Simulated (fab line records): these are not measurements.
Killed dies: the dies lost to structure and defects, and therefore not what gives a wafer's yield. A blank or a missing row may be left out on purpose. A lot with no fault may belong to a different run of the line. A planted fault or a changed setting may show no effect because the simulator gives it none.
Matching of chambers | flow n5_finfet | N5_MOL_CONTACT_COAG_ETCH_91 on rie_diel-02: 4 sister chambers
The step etches SOC in N2/H2, target depth 60 nm, overetch 21 nm, time 101.2 s. 22 wafers are shown with their chamber, then 11 later ones without.

== WAFERS, EACH WITH ITS CHAMBER ==
wafer  | chamber | drypump_motor_current_A (A) | showerhead_plenum_p_Torr (Torr) | throttle_valve_pct (%)
L074.1 | 1       | 5.6                         | 2.42                            | 17.55
L074.3 | 0       | 5.9                         | 2.63                            | 17.66
L074.6 | 2       | 4.8                         | 2.66                            | 17.79
L075.1 | 3       | 5.2                         | 2.51                            | 18.07
L075.4 | 1       | 5.7                         | 2.42                            | 17.56
L075.5 | 0       | 5.9                         | 2.62                            | 17.66
L078.1 | 3       | 5.2                         | 2.51                            | 18.06
L078.5 | 3       | 5.2                         | 2.51                            | 18.08
L078.6 | 0       | 5.9                         | 2.62                            | 17.67
L081.2 | 2       | 4.8                         | 2.65                            | 17.81
L081.3 | 0       | 5.9                         | 2.62                            | 17.68
L081.6 | 0       | 5.9                         | 2.62                            | 17.67
L082.3 | 1       | 5.7                         | 2.41                            | 17.59
L082.5 | 1       | 5.7                         | 2.41                            | 17.57
L082.6 | 2       | 4.8                         | 2.65                            | 17.83
L084.2 | 1       | 5.7                         | 2.41                            | 17.60
L084.3 | 2       | 4.8                         | 2.65                            | 17.82
L084.5 | 3       | 5.2                         | 2.51                            | 18.07
L089.1 | 3       | 5.2                         | 2.50                            | 18.10
L089.3 | 0       | 5.9                         | 2.61                            | 17.71
L089.5 | 0       | 5.9                         | 2.61                            | 17.69
L091.2 | 1       | 5.7                         | 2.41                            | 17.63

SIGNATURES (means of the wafers above)
reading                  | chamber 0 | chamber 1 | chamber 2 | chamber 3 | scatter within a chamber
drypump_motor_current_A  | 5.900     | 5.683     | 4.800     | 5.200     | 0.0215
showerhead_plenum_p_Torr | 2.6186    | 2.4133    | 2.6525    | 2.5080    | 0.00565
throttle_valve_pct       | 17.6771   | 17.5833   | 17.8125   | 18.0760   | 0.0212
Rule: distance of a wafer from a chamber = root of the sum over the readings of ((wafer's reading minus chamber's mean) / reading's scatter) squared. If the next closest chamber is less than 2 further off than the closest, the wafer can't be placed; otherwise it belongs to the closest. The scatter: the root of (the sum of the squares of (reading less its chamber's mean) over the shown wafers, divided by (wafers less chambers)).

== WAFERS WITH NO CHAMBER GIVEN ==
wafer  | drypump_motor_current_A (A) | showerhead_plenum_p_Torr (Torr) | throttle_valve_pct (%)
L091.4 | 4.8                         | 2.64                            | 17.86
L091.6 | 5.6                         | 2.41                            | 17.61
L093.2 | 5.9                         | 2.61                            | 17.71
L093.4 | 4.8                         | 2.64                            | 17.84
L093.5 | 4.8                         | 2.64                            | 17.86
L094.1 | 5.7                         | 2.40                            | 17.62
L094.4 | 4.8                         | 2.64                            | 17.85
L094.5 | 5.9                         | 2.61                            | 17.71
L095.2 | 4.8                         | 2.64                            | 17.86
L095.5 | 4.8                         | 2.64                            | 17.86
L095.6 | 5.2                         | 2.50                            | 18.13

== CHAMBER TAKEN BY EACH ==
wafer  | from the rows above | in truth
L091.4 | 2                   | 2
L091.6 | 1                   | 1
L093.2 | 0                   | 0
L093.4 | 2                   | 2
L093.5 | 2                   | 2
L094.1 | 1                   | 1
L094.4 | 2                   | 2
L094.5 | 0                   | 0
L095.2 | 2                   | 2
L095.5 | 2                   | 2
L095.6 | 3                   | 3
11 of 11 placed correctly. Can't be placed from these rows: 0. 0 placed wrongly.
